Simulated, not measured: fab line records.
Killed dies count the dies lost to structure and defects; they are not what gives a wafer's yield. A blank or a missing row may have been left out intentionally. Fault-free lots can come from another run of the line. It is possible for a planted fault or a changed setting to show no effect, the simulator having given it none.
fab line records + flow n5Finfet
record:
- lots: 12
- wafers: 36
- lastDay: 19
route steps=1938 shown BEOL_M1@830 BEOL_M2@842 BEOL_M4@1111
lots untouched by any fault: they come from a run of this same line in which no faults occurred
startH: the number of hours between the record's first day and the start of the first shown wafer of the lot + waitH: hours elapsed since this lot's preceding step + " the same as in the row above + L1.1+2: a row that stands for several wafers + - no value, or no start was given + * or withheld: withheld + < > ~ a bound
route shown NAME@n: names a module that has steps shown in the file, with the first one's number in the route + usual: mean and standard deviation over wafers with no fault + same: alike in all rows + chamber/n: place in a boat + sites: per-site readings + _std_site: how widely they spread, as a standard deviation + _edge_site: outer sites' mean less inner sites' + radiusMm: how far each site lies from the wafer's centre + mask NAME#n: copy n + behind: the tool/chamber that last shaped the wafer + hold: why the lot went on hold/how many hours it stayed there/how the hold came to an end + device: the n, p or np transistor that did not switch + end of line: at the end of the route, the tests of the same wafers + step lacking rows: just its recipe + killed: not the wafer's yield, but the dies lost to structure and defects at the first sort + map: dies across one wafer; x = killed, . = not, _ = none there
set.NAME: setting as actually run; set.NAME@STEP: the setting as run at that earlier step + model.NAME: the simulator's own value behind a step, which no gauge read
a sample of lots followed through the steps of the route, with each step as a table and each wafer as a row
services: from which hour (startH, from the record's first day; less than 0 if before it) a tool's chamber was out of use, for how many hours, and why
== steps ==
step: N5_BEOL_M1_SPUTTER_96
recipe:
- material: Cu
- targetThkA: 45
- tempC: -20
- chamberPressurePa: 0.07
- powerW: withheld
- timeS: 8.29
usual:
- throttleValvePct: 30.5/0.92
| lot.wafer | tool          | chamber | startH | waitH | throttleValvePct |
|-----------|---------------|---------|--------|-------|------------------|
| L358.2    | pvdSputter-03 | -       | 147.36 | 0.1   | 29.5             |
| L358.4    | "             | -       | "      | "     | 29.3             |
| L358.6    | "             | -       | "      | "     | 31.6             |
| L360.2    | pvdSputter-01 | -       | 155.58 | 0.1   | 30.7             |
| L360.4    | "             | -       | "      | "     | 31.0             |
| L360.6    | "             | -       | "      | "     | 30.1             |
| L361.2    | pvdSputter-03 | -       | 158.27 | 0.1   | 32.3             |
| L361.3    | "             | -       | "      | "     | 31.7             |
| L361.5    | "             | -       | "      | "     | 31.7             |
| L363.3    | pvdSputter-01 | -       | 168.42 | 0.1   | 30.3             |
| L363.5    | "             | -       | "      | "     | 30.1             |
| L363.6    | "             | -       | "      | "     | 30.4             |
| L366.1    | pvdSputter-01 | -       | 188.41 | 0.1   | 30.2             |
| L366.3    | "             | -       | "      | "     | 31.2             |
| L366.5    | "             | -       | "      | "     | 30.3             |
| L369.1    | pvdSputter-01 | -       | 204.77 | 0.1   | 30.4             |
| L369.3    | "             | -       | "      | "     | 30.8             |
| L369.4    | "             | -       | "      | "     | 30.3             |
| L370.1    | pvdSputter-03 | -       | 206.63 | 0.1   | 31.7             |
| L370.2    | "             | -       | "      | "     | 29.9             |
| L370.5    | "             | -       | "      | "     | 32.4             |
| L368.1    | pvdSputter-03 | -       | 212.19 | 0.1   | 31.8             |
| L368.4    | "             | -       | "      | "     | 32.5             |
| L368.5    | "             | -       | "      | "     | 29.3             |
| L372.2    | pvdSputter-02 | -       | 228.66 | 0.1   | 30.1             |
| L372.3    | "             | -       | "      | "     | 29.4             |
| L372.4    | "             | -       | "      | "     | 29.2             |
| L373.1    | pvdSputter-01 | -       | 230.37 | 0.1   | 30.6             |
| L373.3    | "             | -       | "      | "     | 30.3             |
| L373.6    | "             | -       | "      | "     | 30.3             |
| L376.2    | pvdSputter-02 | -       | 252.93 | 0.1   | 30.2             |
| L376.4    | "             | -       | "      | "     | 28.9             |
| L376.6    | "             | -       | "      | "     | 28.8             |
| L380.2    | pvdSputter-01 | -       | 273.69 | 0.1   | 30.7             |
| L380.3    | "             | -       | "      | "     | 31.0             |
| L380.5    | "             | -       | "      | "     | 30.9             |
step: N5_BEOL_M2_THK_MEAS_01
recipe:
- reads: SiOC_of_BEOL_M2_ILD_DEP_00
usual:
- M2_ILD_THK: 78.7/0.99
| lot.wafer | tool         | chamber | startH | waitH | M2_ILD_THK[nm] |
|-----------|--------------|---------|--------|-------|----------------|
| L358.2    | filmMetro-01 | -       | 148.54 | 0.1   | 79.9           |
| L358.4    | "            | -       | "      | "     | 78.4           |
| L358.6    | "            | -       | "      | "     | 79.0           |
| L360.2    | filmMetro-01 | -       | 156.80 | 0.1   | 77.2           |
| L360.4    | "            | -       | "      | "     | 77.5           |
| L360.6    | "            | -       | "      | "     | 78.4           |
| L361.2    | filmMetro-01 | -       | 159.45 | 0.1   | 78.6           |
| L361.3    | "            | -       | "      | "     | 77.1           |
| L361.5    | "            | -       | "      | "     | 79.9           |
| L363.3    | filmMetro-01 | -       | 169.59 | 0.1   | 76.7           |
| L363.5    | "            | -       | "      | "     | 78.0           |
| L363.6    | "            | -       | "      | "     | 78.5           |
| L366.1    | filmMetro-01 | -       | 189.63 | 0.1   | 78.6           |
| L366.3    | "            | -       | "      | "     | 78.9           |
| L366.5    | "            | -       | "      | "     | 79.7           |
| L369.1    | filmMetro-01 | -       | 205.94 | 0.0   | 78.8           |
| L369.3    | "            | -       | "      | "     | 77.0           |
| L369.4    | "            | -       | "      | "     | 78.7           |
| L370.1    | filmMetro-02 | -       | 208.21 | 0.0   | 77.7           |
| L370.2    | "            | -       | "      | "     | 78.0           |
| L370.5    | "            | -       | "      | "     | 80.1           |
| L368.1    | filmMetro-02 | -       | 213.37 | 0.0   | 77.6           |
| L368.4    | "            | -       | "      | "     | 78.1           |
| L368.5    | "            | -       | "      | "     | 79.2           |
| L372.2    | filmMetro-02 | -       | 230.02 | 0.1   | 78.9           |
| L372.3    | "            | -       | "      | "     | 77.9           |
| L372.4    | "            | -       | "      | "     | 79.1           |
| L373.1    | filmMetro-01 | -       | 232.27 | 0.0   | 79.5           |
| L373.3    | "            | -       | "      | "     | 79.2           |
| L373.6    | "            | -       | "      | "     | 79.8           |
| L376.2    | filmMetro-02 | -       | 254.16 | 0.1   | 78.3           |
| L376.4    | "            | -       | "      | "     | 79.1           |
| L376.6    | "            | -       | "      | "     | 80.1           |
| L380.2    | filmMetro-01 | -       | 274.86 | 0.1   | 78.0           |
| L380.3    | "            | -       | "      | "     | 76.6           |
| L380.5    | "            | -       | "      | "     | 78.4           |
step: N5_BEOL_M2_COAT_05
recipe:
- resist: CAR-EUV
- spinRpm: 1500
- resistThkNm: 30
usual:
- chillPlateTempC: 23.00/0.1
- dispensePressureKPa: 47/3.2
- spinSpeedRpm: 1499.9/0.9
| lot.wafer | tool          | chamber | startH | waitH | chillPlateTempC | dispensePressureKPa | spinSpeedRpm |
|-----------|---------------|---------|--------|-------|-----------------|---------------------|--------------|
| L358.2    | lithoTrack-01 | 0       | 149.27 | -     | 22.95           | 53                  | 1500.2       |
| L358.4    | "             | 0       | "      | "     | 22.93           | 53                  | 1501.0       |
| L358.6    | "             | 0       | "      | "     | 22.98           | 53                  | 1499.5       |
| L360.2    | lithoTrack-01 | 0       | 158.82 | -     | 22.87           | 53                  | 1499.4       |
| L360.4    | "             | 0       | "      | "     | 22.96           | 53                  | 1500.6       |
| L360.6    | "             | 0       | "      | "     | 23.04           | 53                  | 1501.3       |
| L361.2    | lithoTrack-05 | 0       | 160.50 | -     | 22.84           | 44                  | 1498.9       |
| L361.3    | "             | 0       | "      | "     | 22.89           | 44                  | 1499.0       |
| L361.5    | "             | 0       | "      | "     | 22.80           | 44                  | 1499.6       |
| L363.3    | lithoTrack-05 | 0       | 170.50 | -     | 22.99           | 44                  | 1500.0       |
| L363.5    | "             | 0       | "      | "     | 22.96           | 44                  | 1499.2       |
| L363.6    | "             | 0       | "      | "     | 23.15           | 44                  | 1500.7       |
| L366.1    | lithoTrack-05 | 0       | 191.79 | -     | 23.00           | 44                  | 1499.0       |
| L366.3    | "             | 0       | "      | "     | 23.03           | 44                  | 1499.0       |
| L366.5    | "             | 0       | "      | "     | 23.19           | 44                  | 1500.0       |
| L369.1    | lithoTrack-05 | 0       | 208.45 | -     | 22.98           | 44                  | 1447.2       |
| L369.3    | "             | 0       | "      | "     | 23.03           | 44                  | 1446.8       |
| L369.4    | "             | 0       | "      | "     | 22.94           | 44                  | 1447.4       |
| L370.1    | lithoTrack-05 | 0       | 209.03 | -     | 23.03           | 44                  | 1445.4       |
| L370.2    | "             | 0       | "      | "     | 22.92           | 44                  | 1446.0       |
| L370.5    | "             | 0       | "      | "     | 22.90           | 44                  | 1448.1       |
| L368.1    | lithoTrack-05 | 0       | 213.91 | -     | 22.96           | 44                  | 1445.3       |
| L368.4    | "             | 0       | "      | "     | 23.05           | 44                  | 1445.2       |
| L368.5    | "             | 0       | "      | "     | 23.07           | 44                  | 1446.5       |
| L372.2    | lithoTrack-03 | 0       | 230.67 | -     | 22.92           | 45                  | 1500.3       |
| L372.3    | "             | 0       | "      | "     | 22.78           | 45                  | 1499.3       |
| L372.4    | "             | 0       | "      | "     | 22.83           | 45                  | 1498.9       |
| L373.1    | lithoTrack-03 | 0       | 233.61 | -     | 23.21           | 45                  | 1499.4       |
| L373.3    | "             | 0       | "      | "     | 22.99           | 45                  | 1500.8       |
| L373.6    | "             | 0       | "      | "     | 22.94           | 45                  | 1499.9       |
| L376.2    | lithoTrack-03 | 0       | 256.54 | -     | 23.22           | 45                  | 1499.3       |
| L376.4    | "             | 0       | "      | "     | 23.12           | 45                  | 1499.3       |
| L376.6    | "             | 0       | "      | "     | 23.19           | 45                  | 1499.0       |
| L380.2    | lithoTrack-03 | 0       | 275.30 | -     | 23.11           | 45                  | 1501.0       |
| L380.3    | "             | 0       | "      | "     | 22.98           | 45                  | 1501.1       |
| L380.5    | "             | 0       | "      | "     | 23.10           | 45                  | 1499.6       |
step: N5_BEOL_M2_CD_MEAS_11
recipe:
- targetCdNm: 16.79
- landingEnergyEv: 500
- detector: seInlens
- polarity: opening
usual:
- cdNm: 16.83/0.23
| lot.wafer | tool     | chamber | startH | waitH | cdNm  |
|-----------|----------|---------|--------|-------|-------|
| L358.2    | cdSem-03 | 0       | 149.66 | -     | 16.95 |
| L358.4    | "        | 0       | "      | "     | 16.63 |
| L358.6    | "        | 0       | "      | "     | 16.47 |
| L360.2    | cdSem-01 | 0       | 159.08 | -     | 16.84 |
| L360.4    | "        | 0       | "      | "     | 16.95 |
| L360.6    | "        | 0       | "      | "     | 16.71 |
| L361.2    | cdSem-02 | 0       | 160.76 | -     | 16.60 |
| L361.3    | "        | 0       | "      | "     | 16.84 |
| L361.5    | "        | 0       | "      | "     | 16.12 |
| L363.3    | cdSem-01 | 0       | 170.78 | -     | 16.86 |
| L363.5    | "        | 0       | "      | "     | 16.69 |
| L363.6    | "        | 0       | "      | "     | 16.76 |
| L366.1    | cdSem-03 | 0       | 192.05 | -     | 17.05 |
| L366.3    | "        | 0       | "      | "     | 17.07 |
| L366.5    | "        | 0       | "      | "     | 16.66 |
| L369.1    | cdSem-03 | 0       | 208.83 | -     | 16.68 |
| L369.3    | "        | 0       | "      | "     | 17.03 |
| L369.4    | "        | 0       | "      | "     | 16.64 |
| L370.1    | cdSem-03 | 0       | 209.32 | -     | 17.15 |
| L370.2    | "        | 0       | "      | "     | 16.93 |
| L370.5    | "        | 0       | "      | "     | 17.19 |
| L368.1    | cdSem-03 | 0       | 214.17 | -     | 16.34 |
| L368.4    | "        | 0       | "      | "     | 16.95 |
| L368.5    | "        | 0       | "      | "     | 16.87 |
| L372.2    | cdSem-01 | 0       | 230.93 | -     | 16.67 |
| L372.3    | "        | 0       | "      | "     | 17.01 |
| L372.4    | "        | 0       | "      | "     | 16.79 |
| L373.1    | cdSem-02 | 0       | 234.00 | -     | 16.71 |
| L373.3    | "        | 0       | "      | "     | 16.68 |
| L373.6    | "        | 0       | "      | "     | 16.93 |
| L376.2    | cdSem-02 | 0       | 256.80 | -     | 16.94 |
| L376.4    | "        | 0       | "      | "     | 16.71 |
| L376.6    | "        | 0       | "      | "     | 17.28 |
| L380.2    | cdSem-02 | 0       | 275.56 | -     | 16.70 |
| L380.3    | "        | 0       | "      | "     | 16.78 |
| L380.5    | "        | 0       | "      | "     | 16.91 |
step: N5_BEOL_M4_RC_MEAS_101
usual:
- DIBL_N: 36.4/1.4
- DIBL_P: 36.4/1.5
- IOFF_N: 0.156/0.022
- IOFF_P: 0.210/0.023
- ION_N: 675/9.1
- ION_P: 463/5.7
- SS_N: 71.6/0.45
- SS_P: 73.3/0.56
- VT_N: 250/3.1
- VT_P: -250.3/2.3
| lot.wafer | tool      | chamber | startH | waitH | DIBL_N[mV/V] | DIBL_P[mV/V] | IOFF_N[nA/um] | IOFF_P[nA/um] | ION_N[uA/um] | ION_P[uA/um] | SS_N[mV/dec] | SS_P[mV/dec] | VT_N[mV] | VT_P[mV] |
|-----------|-----------|---------|--------|-------|--------------|--------------|---------------|---------------|--------------|--------------|--------------|--------------|----------|----------|
| L358.2    | prober-01 | 0       | 202.31 | 0.2   | 36.4         | 38.4         | 0.172         | 0.220         | 680          | 464          | 71.4         | 73.1         | 248      | -247.6   |
| L358.4    | "         | 0       | "      | "     | 34.4         | 36.0         | 0.147         | 0.183         | 676          | 466          | 71.8         | 73.3         | 251      | -254.1   |
| L358.6    | "         | 0       | "      | "     | 35.7         | 37.3         | 0.159         | 0.201         | 680          | 463          | 71.4         | 73.2         | 252      | -251.3   |
| L360.2    | prober-01 | 0       | 204.34 | 0.2   | 36.2         | 35.6         | 0.170         | 0.205         | 681          | 461          | 72.0         | 73.3         | 244      | -249.8   |
| L360.4    | "         | 0       | "      | "     | 36.3         | 34.6         | 0.162         | 0.180         | 673          | 455          | 71.7         | 73.7         | 249      | -252.2   |
| L360.6    | "         | 0       | "      | "     | 35.1         | 34.0         | 0.144         | 0.169         | 677          | 454          | 71.5         | 73.6         | 250      | -253.3   |
| L361.2    | prober-01 | 0       | 221.91 | 0.2   | 34.3         | 35.6         | 0.126         | 0.196         | 674          | 469          | 70.8         | 72.6         | 250      | -251.6   |
| L361.3    | "         | 0       | "      | "     | 34.1         | 34.4         | 0.120         | 0.192         | 677          | 472          | 71.4         | 72.4         | 254      | -249.2   |
| L361.5    | "         | 0       | "      | "     | 35.5         | 36.1         | 0.141         | 0.218         | 673          | 472          | 71.5         | 73.1         | 248      | -245.6   |
| L363.3    | prober-02 | 0       | 229.45 | 0.3   | 37.7         | 35.4         | 0.175         | 0.232         | 686          | 474          | 71.6         | 74.0         | 249      | -249.3   |
| L363.5    | "         | 0       | "      | "     | 38.0         | 35.8         | 0.183         | 0.243         | 683          | 466          | 71.3         | 73.6         | 248      | -246.3   |
| L363.6    | "         | 0       | "      | "     | 36.7         | 34.6         | 0.151         | 0.211         | 681          | 470          | 70.9         | 73.6         | 250      | -248.6   |
| L366.1    | prober-01 | 0       | 249.15 | 0.0   | 36.8         | 37.6         | 0.161         | 0.204         | 683          | 463          | 71.3         | 72.9         | 250      | -250.2   |
| L366.3    | "         | 0       | "      | "     | 36.9         | 37.7         | 0.157         | 0.212         | 670          | 457          | 71.6         | 73.1         | 253      | -247.6   |
| L366.5    | "         | 0       | "      | "     | 35.2         | 36.0         | 0.137         | 0.183         | 667          | 458          | 71.2         | 73.0         | 253      | -249.6   |
| L369.1    | prober-01 | 0       | 257.31 | 0.0   | 35.0         | 35.1         | 0.130         | 0.182         | 666          | 459          | 71.2         | 72.8         | 252      | -256.3   |
| L369.3    | "         | 0       | "      | "     | 36.0         | 36.3         | 0.140         | 0.199         | 671          | 462          | 71.7         | 74.3         | 253      | -251.6   |
| L369.4    | "         | 0       | "      | "     | 35.3         | 35.5         | 0.128         | 0.185         | 659          | 457          | 71.4         | 74.0         | 255      | -253.3   |
| L368.1    | prober-02 | 0       | 264.69 | 0.0   | 34.5         | 34.7         | 0.114         | 0.184         | 654          | 456          | 71.6         | 72.0         | 259      | -250.2   |
| L368.4    | "         | 0       | "      | "     | 36.2         | 36.8         | 0.140         | 0.209         | 658          | 456          | 72.5         | 73.3         | 254      | -248.9   |
| L368.5    | "         | 0       | "      | "     | 36.8         | 37.5         | 0.153         | 0.223         | 669          | 466          | 72.0         | 72.7         | 254      | -249.1   |
| L370.1    | prober-01 | 0       | 275.01 | 0.0   | 39.9         | 36.8         | 0.185         | 0.245         | 683          | 464          | 70.8         | 73.8         | 248      | -249.2   |
| L370.2    | "         | 0       | "      | "     | 36.8         | 32.7         | 0.114         | 0.179         | 657          | 461          | 70.9         | 72.2         | 254      | -251.9   |
| L370.5    | "         | 0       | "      | "     | 38.7         | 35.2         | 0.155         | 0.214         | 676          | 465          | 71.2         | 73.6         | 250      | -249.4   |
| L372.2    | prober-01 | 0       | 280.29 | 0.2   | 36.2         | 33.8         | 0.155         | 0.191         | 677          | 456          | 71.6         | 72.4         | 248      | -249.8   |
| L372.3    | "         | 0       | "      | "     | 37.6         | 36.6         | 0.175         | 0.228         | 684          | 468          | 71.5         | 73.7         | 249      | -247.9   |
| L372.4    | "         | 0       | "      | "     | 37.3         | 36.0         | 0.173         | 0.223         | 687          | 465          | 71.4         | 73.1         | 248      | -247.1   |
| L373.1    | prober-01 | 0       | 289.62 | 0.0   | 37.7         | 38.4         | 0.171         | 0.213         | 681          | 467          | 71.7         | 73.4         | 250      | -251.3   |
| L373.3    | "         | 0       | "      | "     | 37.9         | 38.2         | 0.176         | 0.225         | 681          | 465          | 72.3         | 73.7         | 249      | -249.6   |
| L373.6    | "         | 0       | "      | "     | 38.8         | 40.0         | 0.190         | 0.240         | 691          | 463          | 71.6         | 73.7         | 249      | -248.2   |
| L376.2    | prober-02 | 0       | 311.12 | 0.2   | 34.7         | 36.0         | 0.134         | 0.192         | 678          | 465          | 71.1         | 72.3         | 252      | -251.0   |
| L376.4    | "         | 0       | "      | "     | 34.6         | 35.4         | 0.130         | 0.187         | 661          | 459          | 71.7         | 72.1         | 251      | -251.1   |
| L376.6    | "         | 0       | "      | "     | 33.9         | 34.7         | 0.116         | 0.168         | 665          | 456          | 71.0         | 72.4         | 254      | -252.2   |
| L380.2    | prober-02 | 0       | 342.34 | 0.2   | 37.0         | 38.0         | 0.164         | 0.233         | 669          | 468          | 71.6         | 73.6         | 250      | -249.7   |
| L380.3    | "         | 0       | "      | "     | 35.1         | 36.5         | 0.139         | 0.205         | 669          | 465          | 71.4         | 72.4         | 252      | -248.6   |
| L380.5    | "         | 0       | "      | "     | 36.8         | 38.2         | 0.174         | 0.235         | 676          | 467          | 71.8         | 72.8         | 249      | -249.1   |
== services ==
| tool          | chamber | startH | hours | kind                     |
|---------------|---------|--------|-------|--------------------------|
| lithoTrack-01 | -       | 138.60 | -     | consumableReplace:filter |
| pvdSputter-01 | -       | 139.40 | 1.8   | repair                   |
| lithoTrack-05 | -       | 181.18 | -     | consumableReplace:filter |
| pvdSputter-02 | -       | 186.11 | 7.3   | repair                   |
== key ==
firstSign:
- step: N5_BEOL_M2_COAT_05
- reading: spinSpeedRpm
- direction: down
- sigmas: 59
- usual: *
- struck: *
effect none on later readings
metAt N5_BEOL_M2_COAT_05
struckLots L368,L369,L370
rowsEnd L368.1,L368.4,L368.5,L369.1,L369.3,L369.4
notActingAt N5_BEOL_M1_SPUTTER_96,N5_BEOL_M2_THK_MEAS_01,N5_BEOL_M2_CD_MEAS_11
onsetBetween 191.79 208.45
earlierFault:
- kind: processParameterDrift
- tool: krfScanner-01
- chamber: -
- onsetH: 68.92
- steps: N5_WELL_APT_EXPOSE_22
- channel: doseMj
- offset: 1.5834
- shape: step
- actsIn: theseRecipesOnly
- stated: 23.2
fault:
- kind: processParameterDrift
- tool: lithoTrack-05
- chamber: -
- onsetH: 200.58
- steps: N5_BEOL_M2_COAT_05
- channel: spinRpm
- offset: *
- shape: step
- actsIn: *
- stated: *
rowsEnd: these wafers met a further fault down the route, and their rows from its step on are left out
